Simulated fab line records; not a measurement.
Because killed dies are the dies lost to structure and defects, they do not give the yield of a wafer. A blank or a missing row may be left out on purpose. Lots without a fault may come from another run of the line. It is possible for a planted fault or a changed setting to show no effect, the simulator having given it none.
Matching of chambers -- flow n5 finfet -- N5_BEOL_M7_CURE_75 on uv cure-01 has 3 sister chambers
The step cures SiCOH lowk, time 120 s. 3 wafers are shown with their chamber, then 8 later ones without.

## WAFERS WITH THEIR CHAMBER
wafer,chamber,wafer_temp_C_max
L370.5,2,371.1
L380.5,0,370.8
L378.2,1,370.7

## WAFERS WHOSE CHAMBER IS MISSING
wafer,wafer_temp_C_max
L378.3,370.9
L378.5,370.9
L382.1,371.3
L382.3,371.7
L382.5,372.3
L383.1,371.3
L383.3,371.5
L383.5,371.7

## CHAMBER TAKEN BY EACH
wafer,from the rows above,in truth
L378.3,can't be placed: 0 or 1 or 2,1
L378.5,can't be placed: 0 or 1 or 2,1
L382.1,can't be placed: 2 or 0 or 1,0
L382.3,can't be placed: 2 or 0 or 1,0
L382.5,can't be placed: 2 or 0 or 1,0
L383.1,can't be placed: 2 or 0 or 1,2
L383.3,can't be placed: 2 or 0 or 1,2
L383.5,can't be placed: 2 or 0 or 1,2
0 of 8 placed correctly. Unplaceable from these rows: 8, with the true chamber sitting among the candidates in 8. 0 placed wrongly.
How it was worked out, from the rows above alone: a wafer's distance from a chamber is the root of the sum, over the readings, of the square of ((its reading less the chamber's mean) divided by the reading's scatter). The wafer belongs to the nearest chamber; if the next one is less than 2 further off, it can't be placed. For every chamber, the mean is computed from those of its wafers that are shown. The scatter (one wafer shown for each chamber): square how far every hidden wafer sits from the nearest shown wafer, average those squares and take the square root.
